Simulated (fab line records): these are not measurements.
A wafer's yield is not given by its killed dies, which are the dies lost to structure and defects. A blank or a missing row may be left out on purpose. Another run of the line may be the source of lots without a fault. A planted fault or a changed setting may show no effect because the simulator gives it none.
fab line records	flow n5_finfet
record: lots: 11	wafers: 33	last_day: 19
route steps=1938 shown BEOL_M9@1419 PASSIVATION@1936
lots that met no fault: taken from a fault-free run of the same line
start_h: hours from the record's first day to the start of the lot's first wafer shown	wait_h: hours since the lot's step before	" as in the row above	L1.1+2: several wafers, shown together as one row	- no value, or no start was given	* or withheld: withheld	< > ~ a bound
route shown NAME@n: names a module that has steps shown in the file, with the first one's number in the route	usual: the fault-free wafers' mean and standard deviation	same: alike in all rows	chamber/n: place in a boat	sites: readings site by site	_std_site: standard deviation of those values	_edge_site: the outer-site mean with the inner-site mean subtracted	radius_mm: how far each site lies from the wafer's centre	mask NAME#n: copy n	behind: the most recent tool/chamber to have shaped the wafer	hold: why the lot went on hold/how many hours it stayed there/how the hold came to an end	device: the n, p or np transistor that did not switch	end of line: tests of these same wafers at the route's end	a step with no rows: only its recipe	killed: dies that structure and defects cost at the first sort, which is not the same as the wafer's yield	map: a wafer's dies, marking killed ones x, the rest . and places with no die _
set.NAME: setting as actually run; set.NAME@STEP: the setting as run at that earlier step	model.NAME: the simulator's own value behind a step, which no gauge read
the route's steps for a sample of lots (tables are steps, rows are wafers)
services: when a tool's chamber went out of use (start_h, in hours from the record's first day, below 0 if earlier), for how many hours, and the reason
== steps ==
step: N5_BEOL_M9_ETCH_62
recipe: chemistry: N2/H2	target: SOC	target_depth_a: 1100	overetch_a: 220	mask_material: SiARC	temp_c: 40	time_s: 165	ion_energy_ev: 200	pressure_mtorr: 30	source_w: 840	bias_w: 150	n2_flow_sccm: 200	h2_flow_sccm: 200
usual: drypump_motor_current_A: 5.6/0.53	n2_flow_sccm: 200.0/0.57	oes_product_au: 0.65/0.049	rf_vpp_V: 523.2/2.3	showerhead_plenum_p_Torr: 2.52/0.08	throttle_valve_pct: 17.87/0.23
lot.wafer	tool	chamber	start_h	wait_h	drypump_motor_current_A	n2_flow_sccm	oes_product_au	rf_hours_counter_h	rf_vpp_V	showerhead_plenum_p_Torr	throttle_valve_pct
L289.2	rie_diel-03	2	243.59	0.0	5.1	199.6	0.65	108	525.0	2.57	17.86
L289.4	"	0	"	"	5.5	200.4	0.75	33	524.5	2.60	17.73
L289.5	"	2	"	"	5.1	199.8	0.66	-	524.1	2.57	17.85
L290.2	rie_diel-03	3	264.49	0.0	4.7	200.6	0.63	156	521.0	2.44	18.04
L290.4	"	0	"	"	5.5	200.2	0.74	39	524.7	2.60	17.74
L290.6	"	2	"	"	5.1	200.5	0.65	-	523.9	2.57	17.87
L294.1	rie_diel-01	1	266.47	0.0	5.8	200.0	0.60	215	521.8	2.42	18.05
L294.3	"	2	"	"	5.8	200.0	0.65	126	528.5	2.65	17.80
L294.6	"	2	"	"	5.9	200.1	0.65	-	526.8	2.65	17.80
L295.3	rie_diel-03	0	275.66	0.0	5.5	200.3	0.73	42	524.4	2.60	17.72
L295.5	"	3	"	"	4.7	199.5	0.63	-	521.3	2.44	18.02
L295.6	"	2	"	"	5.1	199.9	0.65	-	524.3	2.57	17.88
L299.4	rie_diel-01	0	293.87	0.0	6.0	199.7	0.59	208	523.4	2.52	18.06
L299.5	"	2	"	"	5.9	200.0	0.65	-	526.8	2.65	17.81
L299.6	"	1	"	"	5.8	199.7	0.58	-	518.6	2.42	18.06
L301.4	rie_diel-01	3	318.70	0.0	6.2	200.4	0.70	84	520.4	2.45	17.41
L301.5	"	1	"	"	5.8	199.4	0.58	-	520.1	2.42	18.10
L301.6	"	0	"	"	6.1	199.5	0.58	-	522.2	2.52	18.09
L307.3	rie_diel-01	0	343.66	0.0	6.1	199.5	0.58	223	523.5	2.52	18.09
L307.4	"	1	"	"	5.8	199.4	0.59	240	519.3	2.41	18.08
L307.6	"	2	"	"	5.9	199.3	0.64	-	528.3	2.64	17.85
L306.1	rie_diel-03	3	357.33	0.0	4.7	199.9	0.62	174	519.9	2.43	18.06
L306.3	"	0	"	"	5.5	199.0	0.72	57	524.1	2.59	17.75
L306.5	"	1	"	"	5.0	200.1	0.66	-	520.4	2.45	18.11
L308.1	rie_diel-01	1	371.72	0.0	5.8	199.1	0.58	247	520.4	2.41	18.12
L308.2	"	0	"	"	6.1	200.6	0.57	230	523.2	2.51	18.10
L308.5	"	0	"	"	6.1	201.0	0.58	-	521.9	2.51	18.10
L309.1	rie_diel-01	2	374.91	0.0	5.9	200.8	0.63	161	527.6	2.64	17.86
L309.4	"	3	"	"	6.3	201.6	0.68	102	521.5	2.44	17.45
L309.5	"	2	"	"	5.9	200.5	0.62	-	526.9	2.64	17.86
L311.3	rie_diel-03	0	382.72	0.0	5.5	199.2	0.71	66	525.3	2.59	17.79
L311.4	"	1	"	"	5.0	201.2	0.64	150	520.1	2.44	18.16
L311.5	"	3	"	"	4.7	200.5	0.62	-	519.8	2.43	18.06
step: N5_BEOL_M9_STRIP_67
recipe: chemistry: CF4	resist: SiARC	power_w: 300	bias_power_w: 75	pressure_mtorr: 50	cf4_flow_sccm: 150	rf_frequency_hz: 6e+07
usual: drypump_motor_current_A: 5.6/0.52	oes_product_au: 0.77/0.058	rf_vpp_V: 270.8/1.4	showerhead_plenum_p_Torr: 1.78/0.053	throttle_valve_pct: 13.63/0.22
lot.wafer	tool	chamber	start_h	wait_h	drypump_motor_current_A	oes_product_au	rf_hours_counter_h	rf_vpp_V	showerhead_plenum_p_Torr	throttle_valve_pct
L289.2	rie_diel-03	2	243.73	0.0	5.1	0.78	108	272.3	1.79	13.44
L289.4	"	0	"	"	5.5	0.88	33	270.5	1.83	13.42
L289.5	"	2	"	"	5.1	0.77	-	272.3	1.79	13.44
L290.2	rie_diel-03	3	264.64	0.0	4.7	0.75	156	270.1	1.71	13.60
L290.4	"	0	"	"	5.5	0.88	39	272.2	1.83	13.44
L290.6	"	2	"	"	5.1	0.77	-	271.1	1.79	13.46
L294.1	rie_diel-01	1	266.61	0.0	5.8	0.71	215	270.6	1.72	13.86
L294.3	"	2	"	"	5.8	0.77	126	272.4	1.87	13.67
L294.6	"	2	"	"	5.8	0.77	-	272.3	1.87	13.69
L295.3	rie_diel-03	0	275.80	0.0	5.5	0.87	42	271.0	1.82	13.46
L295.5	"	3	"	"	4.7	0.75	-	271.3	1.71	13.60
L295.6	"	2	"	"	5.1	0.77	-	271.1	1.79	13.46
L299.4	rie_diel-01	0	294.02	0.0	6.1	0.70	208	270.1	1.79	13.91
L299.5	"	2	"	"	5.9	0.76	-	272.2	1.87	13.70
L299.6	"	1	"	"	5.7	0.69	-	268.0	1.72	13.89
L301.4	rie_diel-01	3	318.85	0.0	6.3	0.81	84	270.2	1.74	13.32
L301.5	"	1	"	"	5.8	0.68	-	267.2	1.71	13.90
L301.6	"	0	"	"	6.0	0.69	-	270.5	1.79	13.94
L307.3	rie_diel-01	0	343.80	0.0	6.0	0.69	223	270.3	1.78	13.94
L307.4	"	1	"	"	5.8	0.69	240	269.3	1.71	13.92
L307.6	"	2	"	"	5.9	0.74	-	272.8	1.87	13.73
L306.1	rie_diel-03	3	357.47	0.0	4.7	0.73	174	269.8	1.71	13.66
L306.3	"	0	"	"	5.5	0.85	57	270.6	1.82	13.49
L306.5	"	1	"	"	5.0	0.77	-	269.9	1.73	13.85
L308.1	rie_diel-01	1	371.86	0.0	5.8	0.68	247	267.8	1.71	13.94
L308.2	"	0	"	"	6.0	0.68	231	270.9	1.78	13.97
L308.5	"	0	"	"	6.0	0.68	-	270.1	1.78	13.95
L309.1	rie_diel-01	2	375.06	0.0	5.8	0.75	161	271.9	1.86	13.76
L309.4	"	3	"	"	6.2	0.81	102	270.4	1.74	13.34
L309.5	"	2	"	"	5.9	0.74	-	274.1	1.86	13.77
L311.3	rie_diel-03	0	382.86	0.0	5.5	0.84	66	271.6	1.82	13.51
L311.4	"	1	"	"	5.0	0.76	150	269.6	1.73	13.87
L311.5	"	3	"	"	4.7	0.74	-	270.6	1.71	13.65
step: N5_BEOL_M9_CD_MEAS_18
recipe: pitch_nm: 140	target_cd_nm: 70
usual: cd_nm: 70.1/0.58
lot.wafer	tool	chamber	start_h	wait_h	cd_nm
L289.2	cd_sem-03	-	244.02	0.1	70.5
L289.4	"	-	"	"	70.3
L289.5	"	-	"	"	70.5
L290.2	cd_sem-02	-	264.87	0.1	70.5
L290.4	"	-	"	"	70.1
L290.6	"	-	"	"	70.3
L294.1	cd_sem-02	-	266.85	0.0	69.7
L294.3	"	-	"	"	70.4
L294.6	"	-	"	"	69.9
L295.3	cd_sem-01	-	276.07	0.1	70.5
L295.5	"	-	"	"	70.0
L295.6	"	-	"	"	71.2
L299.4	cd_sem-03	-	294.31	0.1	69.8
L299.5	"	-	"	"	70.1
L299.6	"	-	"	"	69.9
L301.4	cd_sem-01	-	319.07	0.1	70.4
L301.5	"	-	"	"	70.1
L301.6	"	-	"	"	70.3
L307.3	cd_sem-01	-	344.03	0.1	70.0
L307.4	"	-	"	"	70.3
L307.6	"	-	"	"	69.4
L306.1	cd_sem-02	-	357.88	0.0	70.1
L306.3	"	-	"	"	70.2
L306.5	"	-	"	"	70.0
L308.1	cd_sem-02	-	372.18	0.0	70.5
L308.2	"	-	"	"	70.6
L308.5	"	-	"	"	70.0
L309.1	cd_sem-02	-	375.34	0.0	68.5
L309.4	"	-	"	"	69.4
L309.5	"	-	"	"	69.1
L311.3	cd_sem-01	-	383.11	0.1	70.6
L311.4	"	-	"	"	70.0
L311.5	"	-	"	"	70.4
step: N5_BEOL_M9_COAT_64
recipe: resist: SiARC	temp_c: 220	time_s: 60	spin_rpm: 1500	resist_thk_nm: 12
usual: dispense_pressure_kPa: 47.2/2.2	exhaust_pa: 44.7/0.77	spin_speed_rpm: 1500.0/0.87
lot.wafer	tool	chamber	start_h	wait_h	dispense_pressure_kPa	exhaust_pa	spin_speed_rpm
L289.2	litho_track-04	0	245.81	-	44.6	44.8	1500.0
L289.4	"	0	"	"	44.6	43.7	1499.6
L289.5	"	0	"	"	44.6	43.9	1499.9
L290.2	litho_track-04	0	264.91	-	44.6	45.6	1498.9
L290.4	"	0	"	"	44.6	45.1	1499.7
L290.6	"	0	"	"	44.6	44.5	1499.3
L294.1	litho_track-04	0	269.22	-	44.6	44.3	1599.7
L294.3	"	0	"	"	44.6	45.5	1600.1
L294.6	"	0	"	"	44.7	44.1	1598.7
L295.3	litho_track-04	0	276.55	-	44.6	44.1	1598.9
L295.5	"	0	"	"	44.6	44.7	1597.2
L295.6	"	0	"	"	44.6	43.8	1599.2
L299.4	litho_track-04	0	294.55	-	44.6	43.7	1600.1
L299.5	"	0	"	"	44.6	44.7	1599.8
L299.6	"	0	"	"	44.6	44.8	1599.3
L301.4	litho_track-02	0	319.94	-	49.8	44.4	1498.7
L301.5	"	0	"	"	49.8	44.5	1500.4
L301.6	"	0	"	"	49.8	45.1	1499.0
L307.3	litho_track-01	0	344.48	-	46.8	46.5	1501.4
L307.4	"	0	"	"	46.8	45.1	1501.3
L307.6	"	0	"	"	46.9	45.9	1500.8
L306.1	litho_track-04	0	358.86	-	44.6	44.2	1499.5
L306.3	"	0	"	"	44.6	45.2	1499.6
L306.5	"	0	"	"	44.6	45.7	1499.9
L308.1	litho_track-02	0	372.36	-	49.7	44.7	1499.7
L308.2	"	0	"	"	49.8	44.9	1500.3
L308.5	"	0	"	"	49.8	45.9	1501.1
L309.1	litho_track-01	0	381.08	-	46.9	44.3	1500.7
L309.4	"	0	"	"	46.8	45.2	1500.2
L309.5	"	0	"	"	46.8	44.1	1500.7
L311.3	litho_track-02	0	383.15	-	49.8	44.4	1498.2
L311.4	"	0	"	"	49.8	45.1	1500.0
L311.5	"	0	"	"	49.7	44.5	1499.4
step: N5_PASSIVATION_PROBE_49
usual: defect_limited_yield: 91.6/1.4	killed_at_M0_to_M3: 35/10	killed_at_M4_up: 13/4.8	killed_at_contacts: 12/7.2	killed_at_front_end: 36/12	killed_at_other: 4/3.1	killed_dies: 100/17	killed_on_rim: 13/4.2	killed_open: 66/13	killed_short: 32/7.3	sort_bin_4_leakage: 0.00/0.0099	sort_bin_5_function: 5.0/0.94	sort_bin_6_memory: 3.1/0.67	sort_n_pass: 1080/17	sort_yield_pct: 91.6/1.4
same: gross_dies: 1180	killed_at_back_side: 0	sort_bin_8_speed[%]: 0
lot.wafer	tool	chamber	start_h	wait_h	defect_limited_yield[%]	killed_at_M0_to_M3	killed_at_M4_up	killed_at_contacts	killed_at_front_end	killed_at_other	killed_dies	killed_on_rim	killed_open	killed_short	sort_bin_4_leakage[%]	sort_bin_5_function[%]	sort_bin_6_memory[%]	sort_n_pass	sort_yield_pct[%]
L289.2	prober-02	-	311.78	0.1	91.5	43	11	20	24	2	100	12	64	36	0	4.5	3.4	1080	91.5
L289.4	prober-02	-	311.88	0.2	90.9	47	14	8	35	3	107	19	69	38	0.08	5.3	3.7	1072	90.8
L289.5	prober-02	-	311.93	0.2	89.5	60	16	15	31	2	124	19	69	51	0	6.3	3.7	1056	89.5
L294.1	prober-02	-	342.21	0.0	92.6	19	13	6	39	10	87	11	55	30	0	4.6	2.4	1093	92.6
L294.3	prober-02	-	342.31	0.1	89.7	45	9	6	55	6	121	14	82	34	0	5.9	3.8	1059	89.7
L294.6	prober-02	-	342.46	0.3	91.9	40	9	5	39	2	95	13	62	33	0	4.9	3.1	1085	91.9
L290.2	prober-01	-	347.66	0.1	92.7	40	7	12	25	2	86	11	55	30	0	4.6	2.4	1094	92.7
L290.4	prober-01	-	347.76	0.2	92.7	28	12	9	33	4	86	6	55	31	0	4.7	2.5	1094	92.7
L290.6	prober-01	-	347.86	0.3	90.3	46	14	4	49	2	115	18	79	35	0	5.8	3.8	1065	90.3
L295.3	prober-01	-	356.88	0.1	89.7	32	8	16	65	0	121	15	83	37	0	5.8	4.0	1059	89.7
L295.5	prober-01	-	356.98	0.2	91.5	20	17	20	39	4	100	14	76	24	0	5.1	3.0	1080	91.5
L295.6	prober-01	-	357.03	0.3	91.8	33	19	8	31	6	97	10	68	29	0	5.7	2.5	1083	91.8
L299.4	prober-02	-	376.90	0.2	91.6	44	12	7	23	13	99	13	67	32	0	4.7	3.3	1081	91.6
L299.5	prober-02	-	376.95	0.2	92.1	36	17	9	24	7	93	13	61	32	0	4.3	3.6	1087	92.1
L299.6	prober-02	-	377.00	0.3	90.2	38	17	10	41	10	116	20	78	38	0	6.0	3.6	1064	90.2
L301.4	prober-01	-	389.16	0.2	92.3	26	11	15	32	7	91	9	55	36	0	4.1	3.0	1089	92.3
L301.5	prober-01	-	389.21	0.2	91.3	47	18	7	24	7	103	6	68	33	0	5.4	3.0	1077	91.3
L301.6	prober-01	-	389.26	0.3	91.7	30	15	7	41	5	98	10	66	32	0	5.5	2.6	1082	91.7
L307.3	prober-01	-	418.66	0.1	92.1	41	16	5	29	2	93	10	65	28	0	4.7	3.0	1087	92.1
L307.4	prober-01	-	418.71	0.2	91.9	32	15	8	38	3	96	10	61	34	0	5.0	2.7	1084	91.9
L307.6	prober-01	-	418.81	0.3	92.9	28	14	6	34	2	84	9	56	28	0	3.7	3.1	1096	92.9
L306.1	prober-02	-	427.98	0.0	92.2	28	12	5	44	3	92	7	61	30	0	5.2	2.0	1088	92.2
L306.3	prober-02	-	428.08	0.1	92.0	37	16	13	25	3	94	16	61	33	0	4.9	2.7	1086	92.0
L306.5	prober-02	-	428.18	0.2	91.1	23	20	4	56	2	105	14	80	25	0	5.7	3.1	1075	91.1
L308.1	prober-02	-	438.54	0.0	94.6	23	9	6	25	1	64	7	44	20	0	3.0	1.9	1116	94.6
L308.2	prober-02	-	438.59	0.1	93.5	35	10	11	19	2	77	15	49	28	0	3.4	2.6	1103	93.5
L308.5	prober-02	-	438.74	0.2	92.8	38	9	5	31	2	85	7	56	29	0	3.4	3.6	1095	92.8
L309.1	prober-02	-	443.70	0.0	91.6	27	12	11	46	3	99	16	66	33	0	5.8	2.5	1081	91.6
L309.4	prober-02	-	443.85	0.2	87.4	38	26	17	63	5	149	19	95	54	0	7.2	5.0	1031	87.4
L309.5	prober-02	-	443.90	0.2	89.7	46	18	8	46	4	122	18	84	35	0	6.5	3.6	1058	89.7
L311.3	prober-02	-	448.85	0.1	92.1	22	17	19	32	3	93	18	62	30	0	4.5	3.1	1087	92.1
L311.4	prober-02	-	448.90	0.2	90.5	26	16	18	49	3	112	17	71	41	0	6.0	2.7	1068	90.5
L311.5	prober-02	-	448.95	0.2	90.0	50	16	21	23	8	118	18	83	35	0	5.8	3.7	1062	90.0
killed by level:class
L289.2 MOL_CONTACT_COAG:geometric_particle:open=15 BEOL_M0_SAQP:geometric_particle:short=10 BEOL_M0_SAQP:geometric_particle:open=7 BEOL_M1:geometric_particle:open=7 BEOL_M2:geometric_particle:short=6 MOL_CONTACT_COAG:geometric_particle:short=5 BEOL_M3:geometric_particle:open=5 STARTING-WAFER:geometric_particle:open=5
L289.4 BEOL_M0_SAQP:geometric_particle:open=10 BEOL_M0_SAQP:geometric_particle:short=10 BEOL_M1:geometric_particle:open=9 FIN_SAQP:geometric_particle:open=8 MOL_CONTACT_COAG:geometric_particle:open=8 BEOL_M4:geometric_particle:open=7 FIN_SAQP:geometric_particle:short=6 BEOL_M2:geometric_particle:open=6
L289.5 FIN_SAQP:geometric_particle:short=18 BEOL_M2:geometric_particle:open=14 BEOL_M0_SAQP:geometric_particle:short=13 MOL_CONTACT_COAG:geometric_particle:open=13 BEOL_M3:geometric_particle:open=10 BEOL_M0_SAQP:geometric_particle:open=8 BEOL_M2:geometric_particle:short=7 FIN_SAQP:geometric_particle:open=5
L294.1 STI_FIN_REVEAL:geometric_particle:open=11 GATE_CUT:geometric_particle:short=9 BEOL_M2:geometric_particle:open=5 FIN_SAQP:geometric_particle:short=4 FIN_SAQP:geometric_particle:open=4 BEOL_M0_SAQP:geometric_particle:open=4 MOL_CONTACT_COAG:geometric_particle:open=4 BEOL_M3:geometric_particle:open=4
L294.3 STI_FIN_REVEAL:geometric_particle:open=22 BEOL_M2:geometric_particle:open=11 BEOL_M0_SAQP:geometric_particle:short=10 BEOL_M1:geometric_particle:open=8 GATE_CUT:geometric_particle:short=7 MOL_CONTACT_COAG:geometric_particle:open=6 FIN_SAQP:geometric_particle:short=5 DUMMY_GATE:geometric_particle:open=5
L294.6 BEOL_M3:geometric_particle:open=10 GATE_CUT:geometric_particle:short=8 DUMMY_GATE:geometric_particle:open=7 BEOL_M0_SAQP:geometric_particle:short=7 BEOL_M0:geometric_particle:open=6 GATE_CUT:geometric_particle:open=5 BEOL_M2:geometric_particle:open=5 STI_FIN_REVEAL:geometric_particle:open=4
L290.2 BEOL_M3:geometric_particle:open=12 BEOL_M2:geometric_particle:open=9 BEOL_M0_SAQP:geometric_particle:short=8 MOL_CONTACT_COAG:geometric_particle:open=7 GATE_CUT:geometric_particle:short=6 FIN_SAQP:geometric_particle:open=5 MOL_CONTACT_COAG:geometric_particle:short=5 BEOL_M0:geometric_particle:open=4
L290.4 STI_FIN_REVEAL:geometric_particle:open=13 BEOL_M2:geometric_particle:open=9 MOL_CONTACT_COAG:geometric_particle:open=7 BEOL_M0_SAQP:geometric_particle:open=6 FIN_SAQP:geometric_particle:short=3 BEOL_M0_SAQP:geometric_particle:short=3 BEOL_M4:geometric_particle:open=3 BEOL_M1:geometric_particle:short=3
L290.6 BEOL_M0_SAQP:geometric_particle:open=15 GATE_CUT:geometric_particle:short=11 BEOL_M5:geometric_particle:open=10 BEOL_M3:geometric_particle:open=9 BEOL_M0_SAQP:geometric_particle:short=8 STI_FIN_REVEAL:geometric_particle:open=7 BEOL_M2:geometric_particle:open=7 FIN_SAQP:geometric_particle:open=5
L295.3 STI_FIN_REVEAL:geometric_particle:open=25 MOL_CONTACT_COAG:geometric_particle:open=13 FIN_SAQP:geometric_particle:open=12 BEOL_M0_SAQP:geometric_particle:short=9 BEOL_M0_SAQP:geometric_particle:open=8 BEOL_M3:geometric_particle:open=6 BEOL_M3:geometric_particle:short=6 STARTING-WAFER:geometric_particle:short=5
L295.5 MOL_CONTACT_COAG:geometric_particle:open=16 STI_FIN_REVEAL:geometric_particle:open=13 BEOL_M4:geometric_particle:open=11 FIN_SAQP:geometric_particle:open=7 FIN_SAQP:geometric_particle:short=6 BEOL_M0_SAQP:geometric_particle:open=6 BEOL_M0_SAQP:geometric_particle:short=5 MOL_CONTACT_COAG:geometric_particle:short=4
L295.6 STI_FIN_REVEAL:geometric_particle:open=10 BEOL_M0_SAQP:geometric_particle:short=10 BEOL_M4:geometric_particle:open=10 BEOL_M0_SAQP:geometric_particle:open=9 MOL_CONTACT_COAG:geometric_particle:open=7 FIN_SAQP:geometric_particle:open=5 BEOL_M3:geometric_particle:open=5 ILD0:geometric_particle:short=4
L299.4 BEOL_M0_SAQP:geometric_particle:open=10 BEOL_M3:geometric_particle:open=9 FIN_SAQP:geometric_particle:open=8 BEOL_M2:geometric_particle:open=6 MIM_TOP_ETCH:geometric_particle:open=6 BEOL_M3:geometric_particle:short=5 MOL_CONTACT_COAG:geometric_particle:open=4 BEOL_M0_SAQP:geometric_particle:short=4
L299.5 BEOL_M2:geometric_particle:open=9 BEOL_M3:geometric_particle:open=8 MOL_CONTACT_COAG:geometric_particle:open=7 FIN_SAQP:geometric_particle:open=6 GATE_CUT:geometric_particle:short=5 BEOL_M0_SAQP:geometric_particle:open=5 BEOL_M4:geometric_particle:short=5 BEOL_M5:geometric_particle:open=5
L299.6 FIN_SAQP:geometric_particle:open=13 MOL_CONTACT_COAG:geometric_particle:open=8 BEOL_M3:geometric_particle:open=8 BEOL_M0_SAQP:geometric_particle:short=7 BEOL_M0_SAQP:geometric_particle:open=7 FIN_SAQP:geometric_particle:short=6 STI_FIN_REVEAL:geometric_particle:open=6 BEOL_M5:geometric_particle:open=6
L301.4 MOL_CONTACT_COAG:geometric_particle:open=12 BEOL_M0_SAQP:geometric_particle:short=9 FIN_SAQP:geometric_particle:short=7 GATE_CUT:geometric_particle:open=7 BEOL_M1:geometric_particle:open=6 FIN_SAQP:geometric_particle:open=4 BEOL_M0_SAQP:geometric_particle:open=4 STI_FIN_REVEAL:geometric_particle:open=3
L301.5 BEOL_M0_SAQP:geometric_particle:open=14 BEOL_M0_SAQP:geometric_particle:short=10 FIN_SAQP:geometric_particle:short=8 BEOL_M1:geometric_particle:open=8 MOL_CONTACT_COAG:geometric_particle:open=6 STI_FIN_REVEAL:geometric_particle:open=5 BEOL_M2:geometric_particle:open=5 BEOL_M7:geometric_particle:open=5
L301.6 FIN_SAQP:geometric_particle:open=10 BEOL_M0:geometric_particle:open=8 BEOL_M1:geometric_particle:open=7 MOL_CONTACT_COAG:geometric_particle:open=6 FIN_SAQP:geometric_particle:short=5 GATE_CUT:geometric_particle:open=5 STI_FIN_REVEAL:geometric_particle:open=4 DUMMY_GATE:geometric_particle:open=4
L307.3 BEOL_M0_SAQP:geometric_particle:open=12 BEOL_M4:geometric_particle:open=9 GATE_CUT:geometric_particle:short=7 BEOL_M0_SAQP:geometric_particle:short=7 BEOL_M1:geometric_particle:open=7 BEOL_M2:geometric_particle:open=6 STI_FIN_REVEAL:geometric_particle:open=5 BEOL_M2:geometric_particle:short=5
L307.4 BEOL_M0_SAQP:geometric_particle:open=8 BEOL_M4:geometric_particle:open=8 FIN_SAQP:geometric_particle:open=7 FIN_SAQP:geometric_particle:short=6 GATE_CUT:geometric_particle:short=6 BEOL_M0_SAQP:geometric_particle:short=5 MOL_CONTACT_COAG:geometric_particle:open=5 BEOL_M2:geometric_particle:open=5
L307.6 STI_FIN_REVEAL:geometric_particle:open=12 BEOL_M1:geometric_particle:open=9 BEOL_M2:geometric_particle:open=7 BEOL_M4:geometric_particle:open=7 MOL_CONTACT_COAG:geometric_particle:open=5 STARTING-WAFER:geometric_particle:short=5 BEOL_M0_SAQP:geometric_particle:short=4 BEOL_M1:geometric_particle:short=4
L306.1 BEOL_M2:geometric_particle:open=12 STI_FIN_REVEAL:geometric_particle:open=10 GATE_CUT:geometric_particle:short=8 BEOL_M0_SAQP:geometric_particle:open=6 DUMMY_GATE:geometric_particle:open=5 FIN_SAQP:geometric_particle:short=4 MOL_CONTACT_COAG:geometric_particle:open=4 GATE_CUT:geometric_particle:open=4
L306.3 BEOL_M2:geometric_particle:open=10 MOL_CONTACT_COAG:geometric_particle:open=9 STI_FIN_REVEAL:geometric_particle:open=7 BEOL_M0_SAQP:geometric_particle:open=7 GATE_CUT:geometric_particle:short=5 BEOL_M4:geometric_particle:open=5 MOL_CONTACT_COAG:geometric_particle:short=4 BEOL_M0_SAQP:geometric_particle:short=4
L306.5 STI_FIN_REVEAL:geometric_particle:open=23 BEOL_M4:geometric_particle:open=12 FIN_SAQP:geometric_particle:open=11 BEOL_M0_SAQP:geometric_particle:open=7 STI_FIN_REVEAL:geometric_particle:short=5 GATE_CUT:geometric_particle:short=4 BEOL_M0_SAQP:geometric_particle:short=4 BEOL_M2:geometric_particle:open=4
L308.1 FIN_SAQP:geometric_particle:open=7 FIN_SAQP:geometric_particle:short=6 BEOL_M1:geometric_particle:open=6 MOL_CONTACT_COAG:geometric_particle:open=5 BEOL_M0_SAQP:geometric_particle:open=5 BEOL_M0_SAQP:geometric_particle:short=4 BEOL_M3:geometric_particle:open=3 BEOL_M7:geometric_particle:open=3
L308.2 BEOL_M0_SAQP:geometric_particle:open=11 MOL_CONTACT_COAG:geometric_particle:open=9 FIN_SAQP:geometric_particle:short=5 BEOL_M0_SAQP:geometric_particle:short=5 BEOL_M3:geometric_particle:open=5 BEOL_M2:geometric_particle:open=4 BEOL_M5:geometric_particle:open=4 FIN_SAQP:geometric_particle:open=3
L308.5 BEOL_M0_SAQP:geometric_particle:open=12 BEOL_M2:geometric_particle:open=8 FIN_SAQP:geometric_particle:short=8 BEOL_M0_SAQP:geometric_particle:short=7 FIN_SAQP:geometric_particle:open=4 DUMMY_GATE:geometric_particle:open=4 BEOL_M1:geometric_particle:open=4 BEOL_M5:geometric_particle:open=4
L309.1 FIN_SAQP:geometric_particle:short=14 MOL_CONTACT_COAG:geometric_particle:open=11 FIN_SAQP:geometric_particle:open=7 GATE_CUT:geometric_particle:short=7 STI_FIN_REVEAL:geometric_particle:open=6 BEOL_M0_SAQP:geometric_particle:open=6 BEOL_M1:geometric_particle:open=6 BEOL_M2:geometric_particle:open=6
L309.4 BEOL_M4:geometric_particle:open=16 MOL_CONTACT_COAG:geometric_particle:open=13 STI_FIN_REVEAL:geometric_particle:open=12 BEOL_M0_SAQP:geometric_particle:short=11 FIN_SAQP:geometric_particle:short=10 FIN_SAQP:geometric_particle:open=8 BEOL_M2:geometric_particle:open=7 STI_FIN_REVEAL:geometric_particle:short=6
L309.5 BEOL_M1:geometric_particle:open=17 BEOL_M4:geometric_particle:open=9 FIN_SAQP:geometric_particle:short=7 BEOL_M0_SAQP:geometric_particle:open=7 BEOL_M3:geometric_particle:open=7 BEOL_M1:geometric_particle:short=7 FIN_SAQP:geometric_particle:open=5 STI_FIN_REVEAL:geometric_particle:open=5
L311.3 MOL_CONTACT_COAG:geometric_particle:open=13 FIN_SAQP:geometric_particle:open=7 GATE_CUT:geometric_particle:open=6 MOL_CONTACT_COAG:geometric_particle:short=6 BEOL_M2:geometric_particle:open=5 BEOL_M0_SAQP:geometric_particle:short=5 STARTING-WAFER:geometric_particle:open=5 BEOL_M0:geometric_particle:open=4
L311.4 MOL_CONTACT_COAG:geometric_particle:open=15 FIN_SAQP:geometric_particle:short=11 BEOL_M1:geometric_particle:open=9 GATE_CUT:geometric_particle:short=8 BEOL_M4:geometric_particle:open=8 FIN_SAQP:geometric_particle:open=7 GATE_CUT:geometric_particle:open=6 BEOL_M0_SAQP:geometric_particle:short=6
L311.5 MOL_CONTACT_COAG:geometric_particle:open=18 BEOL_M0_SAQP:geometric_particle:short=12 BEOL_M0_SAQP:geometric_particle:open=11 BEOL_M0:geometric_particle:open=10 BEOL_M3:geometric_particle:open=6 FIN_SAQP:geometric_particle:open=5 STI_FIN_REVEAL:geometric_particle:open=5 MIM_TOP:geometric_particle:open=5
== services ==
tool	chamber	start_h	hours	kind
rie_diel-03	2	257.70	2.6	repair
rie_diel-03	-	281.46	14.6	pm
rie_diel-03	0	348.81	7.2	repair
rie_diel-01	1	381.93	-	clean
rie_diel-01	1	381.93	-	consumable_replace:focus_ring
rie_diel-01	1	381.93	-	consumable_replace:showerhead
rie_diel-01	1	381.93	34.8	scheduled_down
rie_diel-01	1	381.93	34.8	vent_cycle
== key ==
first_sign: step: N5_BEOL_M9_COAT_64	reading: spin_speed_rpm	direction: up	sigmas: 99+	usual: *	struck: *
effect none on later readings
met_at N5_BEOL_M9_COAT_64
struck_lots L294,L295,L299
not_acting_at N5_BEOL_M9_ETCH_62,N5_BEOL_M9_STRIP_67,N5_BEOL_M9_CD_MEAS_18
onset_between 264.91 269.22
fault: kind: process_parameter_drift	tool: litho_track-04	chamber: -	onset_h: 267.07	steps: N5_BEOL_M9_COAT_64	channel: spin_rpm	offset: *	shape: step	end_h: 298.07	acts_in: *	stated: *
